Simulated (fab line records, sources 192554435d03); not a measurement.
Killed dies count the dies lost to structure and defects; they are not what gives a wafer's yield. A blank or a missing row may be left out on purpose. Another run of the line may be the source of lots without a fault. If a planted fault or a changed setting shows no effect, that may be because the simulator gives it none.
fab line records | flow n5_finfet
[record] lots = 9 | wafers = 27 | last_day = 19
route steps=1938 shown ZERO_LAYER@16 WELL_APT@31 PMOS_HMC_CHANNEL_EPI@82 BEOL_M4@1111
lots with no fault: from the same line, run without faults
start_h: start of the lot's first displayed wafer, in hours after the record's first day | wait_h: time in hours since the lot's previous step | " identical to the entry in the row above | L1.1+2: one row covering several wafers at once | - no value, or no start was given | * or withheld: withheld | < > ~ a bound
route shown NAME@n: a module of which the file shows steps, and the number in the route of the first | usual: mean/standard deviation of fault-free wafers | same: alike in all rows | chamber/n: place in a boat | sites: per-site readings | _std_site: the standard deviation of these | _edge_site: mean of outer sites minus mean of inner sites | radius_mm: how far each site lies from the wafer's centre | mask NAME#n: copy n | behind: the tool/chamber that last shaped the wafer | hold: why the lot went on hold/how many hours it stayed there/how the hold came to an end | device: whichever transistor did not switch (one of n, p or np) | end of line: the route-end tests of the same wafers | a step given without rows: its recipe and nothing more | killed: the dies lost at the first sort to structure and to defects; this is not the yield of the wafer | map: dies across one wafer; x = killed, . = not, _ = none there
set.NAME: the setting as run; set.NAME@STEP: as run at that earlier step | model.NAME: the simulator's own value behind a step, which no gauge read
steps of the route over a sample of lots; a table a step, a row a wafer
services: from which hour (start_h, from the record's first day; less than 0 if before it) a tool's chamber was out of use, for how many hours, and why
[[steps]]
[step N5_ZERO_LAYER_ETCH_18]
[recipe] chemistry = HBr/Cl2 | target = Si | target_depth_a = 1200 | time_s = 40 | pressure_mtorr = 10 | icp_w = 800 | bias_w = 75 | HBr_flow_sccm = 150 | Cl2_flow_sccm = 80
[usual] drypump_motor_current_A = 5.8/0.42 | oes_product_au = 0.999/0.02 | throttle_valve_pct = 36.39/0.22
lot.wafer | tool      | chamber | start_h | wait_h | drypump_motor_current_A | oes_product_au | rf_hours_counter_h | throttle_valve_pct
L428.3    | rie_si-01 | 2       | 19.03   | 0.0    | 5.8                     | 1.006          | 45                 | 36.60
L428.5    | "         | 0       | "       | "      | 5.8                     | 1.014          | -                  | 36.54
L428.6    | "         | 1       | "       | "      | 5.2                     | 0.967          | -                  | 36.12
L431.1    | rie_si-01 | 0       | 36.79   | 0.0    | 5.8                     | 1.011          | 8                  | 36.55
L431.3    | "         | 1       | "       | "      | 5.2                     | 0.974          | 33                 | 36.12
L431.5    | "         | 1       | "       | "      | 5.2                     | 0.967          | -                  | 36.14
L436.1    | rie_si-01 | 0       | 67.75   | 0.0    | 5.8                     | 1.008          | 9                  | 36.55
L436.3    | "         | 3       | "       | "      | 6.0                     | 0.997          | 84                 | 36.53
L436.6    | "         | 2       | "       | "      | 5.8                     | 1.009          | -                  | 36.61
L437.1    | rie_si-01 | 1       | 72.92   | 0.0    | 5.2                     | 0.998          | 34                 | 36.11
L437.3    | "         | 3       | "       | "      | 6.0                     | 1.028          | 84                 | 36.51
L437.4    | "         | 0       | "       | "      | 5.8                     | 1.034          | 9                  | 36.52
L438.3    | rie_si-01 | 0       | 78.91   | 0.0    | 5.8                     | 1.030          | 9                  | 36.55
L438.4    | "         | 3       | "       | "      | 6.0                     | 1.022          | 84                 | 36.52
L438.6    | "         | 1       | "       | "      | 5.2                     | 0.988          | -                  | 36.10
L439.1    | rie_si-03 | 1       | 84.88   | 0.0    | 6.1                     | 1.023          | 66                 | 36.52
L439.2    | "         | 2       | "       | "      | 5.9                     | 0.999          | 21                 | 36.37
L439.6    | "         | 1       | "       | "      | 6.2                     | 1.029          | -                  | 36.53
L444.1    | rie_si-03 | 1       | 114.79  | 0.0    | 6.1                     | 1.029          | 67                 | 36.54
L444.2    | "         | 3       | "       | "      | 5.3                     | 1.010          | 7                  | 36.32
L444.4    | "         | 3       | "       | "      | 5.3                     | 1.004          | -                  | 36.33
L449.1    | rie_si-03 | 0       | 145.15  | 0.0    | 6.3                     | 0.990          | 109                | 36.59
L449.5    | "         | 1       | "       | "      | 6.2                     | 1.038          | -                  | 36.52
L449.6    | "         | 0       | "       | "      | 6.3                     | 0.991          | -                  | 36.58
L450.2    | rie_si-01 | 2       | 150.85  | 0.0    | 5.9                     | 1.007          | 48                 | 36.63
L450.5    | "         | 0       | "       | "      | 5.8                     | 1.014          | -                  | 36.54
L450.6    | "         | 1       | "       | "      | 5.2                     | 0.971          | -                  | 36.14
[step N5_ZERO_LAYER_STRIP_24]
[recipe] chemistry = O2 | power_w = 1000 | temp_c = 250 | overash_fraction = 0.3 | pressure_mtorr = 1000 | o2_flow_sccm = 6750
[usual] drypump_motor_current_A = 5.8/0.47 | heater_power_w = 338/37 | oes_product_au = 0.647/0.0048 | strip_time_to_endpoint_s = 43.91/0.068
[same] overash_fraction = 0.3
lot.wafer | tool            | chamber | start_h | wait_h | drypump_motor_current_A | heater_power_w | oes_product_au | rf_hours_counter_h | strip_time_to_endpoint_s
L428.3    | plasma_asher-02 | 0       | 19.21   | 0.1    | 6.2                     | 306            | 0.657          | -                  | 43.88
L428.5    | "               | 1       | "       | "      | 5.4                     | 332            | 0.639          | -                  | 43.74
L428.6    | "               | 0       | "       | "      | 6.2                     | 301            | 0.647          | -                  | 43.83
L431.1    | plasma_asher-02 | 1       | 36.90   | 0.1    | 5.4                     | 315            | 0.639          | 75                 | 43.92
L431.3    | "               | 0       | "       | "      | 6.2                     | 308            | 0.647          | -                  | 43.82
L431.5    | "               | 0       | "       | "      | 6.2                     | 292            | 0.650          | -                  | 43.90
L436.1    | plasma_asher-01 | 0       | 67.86   | 0.1    | 5.3                     | 392            | 0.640          | 35                 | 44.03
L436.3    | "               | 1       | "       | "      | 6.4                     | 325            | 0.644          | -                  | 43.85
L436.6    | "               | 0       | "       | "      | 5.3                     | 396            | 0.653          | -                  | 43.85
L437.1    | plasma_asher-02 | 0       | 73.02   | 0.1    | 6.2                     | 302            | 0.647          | 82                 | 43.08
L437.3    | "               | 0       | "       | "      | 6.2                     | 305            | 0.644          | -                  | 43.04
L437.4    | "               | 1       | "       | "      | 5.4                     | 330            | 0.645          | -                  | 43.05
L438.3    | plasma_asher-01 | 0       | 79.04   | 0.1    | 5.3                     | 390            | 0.644          | -                  | 43.13
L438.4    | "               | 1       | "       | "      | 6.4                     | 319            | 0.645          | -                  | 43.14
L438.6    | "               | 0       | "       | "      | 5.3                     | 389            | 0.641          | -                  | 43.18
L439.1    | plasma_asher-01 | 0       | 84.99   | 0.1    | 5.3                     | 409            | 0.653          | 39                 | 43.94
L439.2    | "               | 1       | "       | "      | 6.4                     | 328            | 0.653          | 39                 | 43.96
L439.6    | "               | 1       | "       | "      | 6.4                     | 331            | 0.645          | -                  | 43.90
L444.1    | plasma_asher-01 | 1       | 114.90  | 0.1    | 6.4                     | 315            | 0.649          | 46                 | 43.81
L444.2    | "               | 0       | "       | "      | 5.3                     | 391            | 0.642          | 46                 | 43.96
L444.4    | "               | 1       | "       | "      | 6.4                     | 327            | 0.642          | -                  | 43.91
L449.1    | plasma_asher-01 | 1       | 145.27  | 0.1    | 6.4                     | 328            | 0.649          | 51                 | 44.08
L449.5    | "               | 1       | "       | "      | 6.4                     | 325            | 0.640          | -                  | 43.95
L449.6    | "               | 0       | "       | "      | 5.3                     | 404            | 0.650          | -                  | 43.99
L450.2    | plasma_asher-02 | 1       | 150.96  | 0.1    | 5.4                     | 320            | 0.646          | 96                 | 43.95
L450.5    | "               | 1       | "       | "      | 5.4                     | 322            | 0.646          | -                  | 43.99
L450.6    | "               | 0       | "       | "      | 6.2                     | 302            | 0.634          | -                  | 43.96
[step N5_WELL_APT_DESCUM_13]
[recipe] chemistry = O2 | time_s = 7.9 | source_power_w = 50 | bias_power_w = 20 | pressure_mtorr = 20 | rf_frequency_hz = 2.712e+07 | temp_c = 40 | o2_flow_sccm = 225
[usual] drypump_motor_current_A = 5.7/0.38 | oes_product_au = 0.76/0.1 | rf_vpp_V = 243.0/1.1 | showerhead_plenum_p_Torr = 2.08/0.054 | throttle_valve_pct = 20.43/0.27
lot.wafer | tool        | chamber | start_h | wait_h | drypump_motor_current_A | oes_product_au | rf_hours_counter_h | rf_vpp_V | showerhead_plenum_p_Torr | throttle_valve_pct
L428.3    | rie_diel-02 | 3       | 20.07   | 0.2    | 5.2                     | 0.79           | 125                | 244.5    | 2.19                     | 20.18
L428.5    | "           | 2       | "       | "      | 5.7                     | 0.70           | -                  | 241.7    | 2.06                     | 20.39
L428.6    | "           | 1       | "       | "      | 5.8                     | 0.70           | -                  | 242.9    | 2.07                     | 20.46
L431.1    | rie_diel-01 | 3       | 38.03   | 0.2    | 6.4                     | 0.71           | 224                | 242.6    | 2.07                     | 20.44
L431.3    | "           | 1       | "       | "      | 5.5                     | 0.74           | 171                | 245.1    | 2.10                     | 20.88
L431.5    | "           | 0       | "       | "      | 5.1                     | 0.68           | -                  | 242.1    | 2.06                     | 20.63
L436.1    | rie_diel-01 | 0       | 68.73   | 0.0    | 5.2                     | 0.67           | 232                | 244.3    | 2.06                     | 20.64
L436.3    | "           | 3       | "       | "      | 6.4                     | 0.70           | 235                | 243.8    | 2.06                     | 20.47
L436.6    | "           | 2       | "       | "      | 5.8                     | 0.95           | -                  | 242.9    | 2.07                     | 20.00
L437.1    | rie_diel-01 | 3       | 73.77   | 0.0    | 6.4                     | 0.69           | 237                | 243.5    | 2.06                     | 20.47
L437.3    | "           | 1       | "       | "      | 5.5                     | 0.72           | 185                | 242.7    | 2.09                     | 20.88
L437.4    | "           | 2       | "       | "      | 5.7                     | 0.96           | 12                 | 242.6    | 2.07                     | 19.99
L438.3    | rie_diel-06 | 0       | 79.98   | 0.1    | 5.3                     | 0.88           | 24                 | 244.7    | 2.23                     | 20.33
L438.4    | "           | 2       | "       | "      | 5.7                     | 0.67           | 246                | 242.2    | 2.05                     | 20.53
L438.6    | "           | 2       | "       | "      | 5.7                     | 0.69           | -                  | 242.1    | 2.05                     | 20.53
L439.1    | rie_diel-01 | 2       | 85.74   | 0.0    | 5.8                     | 0.92           | 16                 | 243.0    | 2.07                     | 20.00
L439.2    | "           | 1       | "       | "      | 5.5                     | 0.71           | 189                | 243.1    | 2.09                     | 20.86
L439.6    | "           | 0       | "       | "      | 5.1                     | 0.66           | -                  | 242.7    | 2.06                     | 20.63
L444.1    | rie_diel-01 | 0       | 115.77  | 0.0    | 5.2                     | 0.65           | 249                | 242.8    | 2.06                     | 20.68
L444.2    | "           | 2       | "       | "      | 5.7                     | 0.91           | 25                 | 243.5    | 2.06                     | 20.01
L444.4    | "           | 0       | "       | "      | 5.2                     | 0.65           | -                  | 241.6    | 2.06                     | 20.67
L449.1    | rie_diel-02 | 1       | 146.03  | 0.0    | 5.8                     | 0.96           | 5                  | 243.0    | 2.06                     | 20.16
L449.5    | "           | 2       | "       | "      | 5.7                     | 0.90           | -                  | 244.8    | 2.04                     | 20.12
L449.6    | "           | 3       | "       | "      | 5.2                     | 0.74           | -                  | 244.1    | 2.17                     | 20.24
L450.2    | rie_diel-06 | 3       | 151.71  | 0.0    | 6.2                     | 0.69           | 221                | 240.8    | 1.98                     | 20.52
L450.5    | "           | 3       | "       | "      | 6.2                     | 0.69           | -                  | 241.9    | 1.98                     | 20.51
L450.6    | "           | 2       | "       | "      | 5.7                     | 0.95           | -                  | 241.5    | 2.04                     | 20.14
[step N5_WELL_APT_CD_MEAS_25]
[recipe] target_cd_nm = 200 | landing_energy_ev = 500 | detector = se_inlens
[usual] cd_nm = 199.8/1.6
lot.wafer | tool      | chamber | start_h | wait_h | cd_nm
L428.3    | cd_sem-01 | 0       | 21.23   | -      | 198.9
L428.5    | "         | 0       | "       | "      | 198.7
L428.6    | "         | 0       | "       | "      | 199.0
L431.1    | cd_sem-03 | 0       | 39.21   | -      | 198.0
L431.3    | "         | 0       | "       | "      | 199.1
L431.5    | "         | 0       | "       | "      | 198.4
L436.1    | cd_sem-03 | 0       | 69.90   | -      | 202.3
L436.3    | "         | 0       | "       | "      | 201.1
L436.6    | "         | 0       | "       | "      | 200.6
L437.1    | cd_sem-02 | 0       | 74.93   | -      | 200.5
L437.3    | "         | 0       | "       | "      | 199.9
L437.4    | "         | 0       | "       | "      | 201.7
L438.3    | cd_sem-01 | 0       | 81.39   | -      | 199.3
L438.4    | "         | 0       | "       | "      | 199.0
L438.6    | "         | 0       | "       | "      | 197.5
L439.1    | cd_sem-03 | 0       | 87.02   | -      | 200.1
L439.2    | "         | 0       | "       | "      | 199.7
L439.6    | "         | 0       | "       | "      | 198.8
L444.1    | cd_sem-03 | 0       | 116.80  | -      | 200.1
L444.2    | "         | 0       | "       | "      | 199.0
L444.4    | "         | 0       | "       | "      | 200.2
L449.1    | cd_sem-02 | 0       | 147.19  | -      | 201.2
L449.5    | "         | 0       | "       | "      | 203.0
L449.6    | "         | 0       | "       | "      | 201.3
L450.2    | cd_sem-01 | 0       | 152.87  | -      | 199.6
L450.5    | "         | 0       | "       | "      | 198.7
L450.6    | "         | 0       | "       | "      | 200.0
[step N5_PMOS_HMC_CHANNEL_EPI_THK_MEAS_22]
[recipe] reads = SiGe30_of_PMOS_HMC_CHANNEL_EPI_EPI_20
[usual] HMC_CMP_THK = 53.9/0.6
lot.wafer | tool          | chamber | start_h | wait_h | HMC_CMP_THK[nm]
L428.3    | film_metro-01 | -       | 25.95   | -      | 54.1
L428.5    | "             | -       | "       | "      | 55.0
L428.6    | "             | -       | "       | "      | 54.5
L431.1    | film_metro-01 | -       | 44.21   | -      | 53.5
L431.3    | "             | -       | "       | "      | 54.6
L431.5    | "             | -       | "       | "      | 54.5
L436.1    | film_metro-02 | -       | 75.17   | -      | 53.2
L436.3    | "             | -       | "       | "      | 53.5
L436.6    | "             | -       | "       | "      | 53.8
L437.1    | film_metro-02 | -       | 79.76   | -      | 53.0
L437.3    | "             | -       | "       | "      | 54.0
L437.4    | "             | -       | "       | "      | 52.8
L438.3    | film_metro-02 | -       | 86.37   | -      | 54.4
L438.4    | "             | -       | "       | "      | 53.6
L438.6    | "             | -       | "       | "      | 54.2
L439.1    | film_metro-01 | -       | 91.82   | -      | 52.8
L439.2    | "             | -       | "       | "      | 54.6
L439.6    | "             | -       | "       | "      | 53.5
L444.1    | film_metro-01 | -       | 121.35  | -      | 53.6
L444.2    | "             | -       | "       | "      | 54.0
L444.4    | "             | -       | "       | "      | 53.3
L449.1    | film_metro-01 | -       | 153.10  | -      | 54.7
L449.5    | "             | -       | "       | "      | 54.5
L449.6    | "             | -       | "       | "      | 53.4
L450.2    | film_metro-01 | -       | 158.41  | -      | 54.0
L450.5    | "             | -       | "       | "      | 54.6
L450.6    | "             | -       | "       | "      | 54.1
[step N5_BEOL_M4_RC_MEAS_101]
[usual] DIBL_N = 36.1/1.3 | DIBL_P = 36.1/1.7 | IOFF_N = 0.154/0.022 | IOFF_P = 0.201/0.024 | ION_N = 675/8.9 | ION_P = 462/5.9 | SS_N = 71.5/0.49 | SS_P = 73.3/0.58 | VT_N = 250.0/2.7 | VT_P = -251.3/2.7
lot.wafer | tool      | chamber | start_h | wait_h | DIBL_N[mV/V] | DIBL_P[mV/V] | IOFF_N[nA/um] | IOFF_P[nA/um] | ION_N[uA/um] | ION_P[uA/um] | SS_N[mV/dec] | SS_P[mV/dec] | VT_N[mV] | VT_P[mV]
L428.3    | prober-02 | 0       | 170.07  | 0.3    | 34.0         | 33.8         | 0.133         | 0.171         | 662          | 449          | 71.7         | 72.9         | 250.9    | -255.2
L428.5    | "         | 0       | "       | "      | 33.7         | 33.7         | 0.128         | 0.170         | 672          | 464          | 71.9         | 73.1         | 254.0    | -254.0
L428.6    | "         | 0       | "       | "      | 33.8         | 33.5         | 0.129         | 0.167         | 662          | 456          | 71.2         | 72.6         | 252.7    | -255.0
L431.1    | prober-01 | 0       | 187.55  | 0.0    | 36.1         | 37.1         | 0.179         | 0.224         | 685          | 463          | 71.1         | 73.4         | 247.2    | -246.5
L431.3    | "         | 0       | "       | "      | 35.2         | 35.6         | 0.158         | 0.199         | 682          | 461          | 71.2         | 73.2         | 248.8    | -250.6
L431.5    | "         | 0       | "       | "      | 34.5         | 35.4         | 0.144         | 0.200         | 669          | 465          | 71.1         | 73.5         | 252.7    | -250.5
L436.1    | prober-02 | 0       | 231.69  | 0.0    | 35.2         | 34.1         | 0.136         | 0.174         | 662          | 452          | 71.4         | 72.9         | 253.5    | -250.5
L436.3    | "         | 0       | "       | "      | 35.0         | 35.0         | 0.151         | 0.192         | 672          | 460          | 71.7         | 73.4         | 252.1    | -250.9
L436.6    | "         | 0       | "       | "      | 36.8         | 36.7         | 0.176         | 0.218         | 679          | 462          | 71.6         | 74.1         | 247.8    | -250.6
L437.1    | prober-01 | 0       | 234.47  | 0.0    | 36.3         | 35.6         | 0.127         | 0.182         | 662          | 455          | 71.1         | 72.7         | 252.8    | -253.7
L437.3    | "         | 0       | "       | "      | 37.7         | 37.2         | 0.162         | 0.205         | 672          | 460          | 71.3         | 74.0         | 249.4    | -252.9
L437.4    | "         | 0       | "       | "      | 34.9         | 33.8         | 0.116         | 0.165         | 664          | 455          | 70.9         | 72.9         | 253.7    | -253.3
L439.1    | prober-01 | 0       | 259.59  | 0.0    | 36.0         | 34.7         | 0.144         | 0.203         | 673          | 466          | 70.5         | 72.4         | 249.2    | -247.3
L439.2    | "         | 0       | "       | "      | 37.1         | 35.7         | 0.161         | 0.215         | 672          | 463          | 71.2         | 73.2         | 249.9    | -250.3
L439.6    | "         | 0       | "       | "      | 36.7         | 35.4         | 0.161         | 0.209         | 679          | 466          | 71.0         | 73.3         | 249.1    | -251.8
L438.3    | prober-02 | 0       | 259.86  | 0.3    | 36.7         | 37.2         | 0.167         | 0.223         | 682          | 467          | 71.5         | 73.8         | 245.8    | -248.0
L438.4    | "         | 0       | "       | "      | 34.8         | 33.9         | 0.126         | 0.174         | 671          | 460          | 70.7         | 72.4         | 251.2    | -251.6
L438.6    | "         | 0       | "       | "      | 35.8         | 36.8         | 0.159         | 0.221         | 686          | 473          | 71.5         | 73.1         | 247.0    | -249.2
L444.1    | prober-02 | 0       | 287.81  | 0.0    | 36.5         | 37.5         | 0.156         | 0.221         | 674          | 468          | 71.2         | 73.8         | 251.3    | -248.6
L444.2    | "         | 0       | "       | "      | 36.1         | 37.5         | 0.160         | 0.216         | 676          | 470          | 72.1         | 72.7         | 251.1    | -247.2
L444.4    | "         | 0       | "       | "      | 35.8         | 37.1         | 0.146         | 0.205         | 665          | 464          | 72.0         | 72.9         | 253.0    | -247.0
L449.1    | prober-02 | 0       | 319.48  | 0.0    | 38.7         | 39.5         | 0.196         | 0.268         | 696          | 478          | 72.4         | 73.9         | 244.5    | -245.7
L449.5    | "         | 0       | "       | "      | 37.4         | 38.0         | 0.174         | 0.247         | 681          | 470          | 72.2         | 73.6         | 245.3    | -248.8
L449.6    | "         | 0       | "       | "      | 36.1         | 36.4         | 0.147         | 0.211         | 670          | 464          | 71.9         | 73.0         | 251.1    | -247.4
L450.2    | prober-01 | 0       | 322.61  | 0.2    | 35.0         | 35.5         | 0.129         | 0.156         | 667          | 456          | 71.1         | 73.3         | 251.5    | -255.6
L450.5    | "         | 0       | "       | "      | 35.0         | 36.1         | 0.136         | 0.168         | 678          | 460          | 71.8         | 72.9         | 249.9    | -253.4
L450.6    | "         | 0       | "       | "      | 35.9         | 36.4         | 0.141         | 0.169         | 677          | 462          | 72.3         | 73.3         | 250.5    | -256.6
[[services]]
tool            | chamber | start_h | hours | kind
rie_diel-06     | 0       | -3.91   | -     | clean
rie_diel-06     | 0       | -3.91   | -     | consumable_replace:focus_ring
rie_diel-06     | 0       | -3.91   | -     | consumable_replace:showerhead
rie_diel-06     | 0       | -3.91   | 19.8  | scheduled_down
rie_diel-06     | 0       | -3.91   | 19.8  | vent_cycle
rie_diel-01     | 1       | 0.01    | 3.2   | repair
rie_si-01       | 3       | 5.10    | 1.7   | repair
rie_diel-01     | 1       | 8.24    | 6.1   | repair
rie_diel-01     | 2       | 19.66   | -     | clean
rie_diel-01     | 2       | 19.66   | -     | consumable_replace:focus_ring
rie_diel-01     | 2       | 19.66   | 20.3  | scheduled_down
rie_diel-01     | 2       | 19.66   | 20.3  | vent_cycle
rie_si-01       | 1       | 41.51   | 7.9   | repair
plasma_asher-02 | -       | 59.06   | 3.3   | repair
rie_si-03       | 0       | 111.40  | 7.7   | repair
rie_diel-06     | 2       | 112.37  | 4.9   | repair
rie_diel-01     | 3       | 112.40  | -     | clean
rie_diel-01     | 3       | 112.40  | -     | consumable_replace:focus_ring
rie_diel-01     | 3       | 112.40  | 41.4  | scheduled_down
rie_diel-01     | 3       | 112.40  | 41.4  | vent_cycle
rie_diel-01     | 0       | 119.86  | 2.2   | repair
plasma_asher-02 | -       | 120.39  | 0.9   | repair
rie_si-03       | 3       | 124.96  | 6.3   | repair
rie_si-03       | 2       | 136.06  | 10.6  | repair
[[key]]
[first_sign] step = N5_ZERO_LAYER_STRIP_24 | reading = strip_time_to_endpoint_s | direction = down | sigmas = 12 | usual = * | struck = *
effect none on later readings
met_at N5_ZERO_LAYER_ETCH_18
struck_lots L437,L438
not_acting_at N5_WELL_APT_DESCUM_13,N5_WELL_APT_CD_MEAS_25,N5_PMOS_HMC_CHANNEL_EPI_THK_MEAS_22
onset_between 67.75 72.92
[fault] kind = process_parameter_drift | tool = rie_si-01 | chamber = - | onset_h = 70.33 | steps = N5_ZERO_LAYER_ETCH_18 | channel = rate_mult | offset = 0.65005 | shape = step | end_h = 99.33
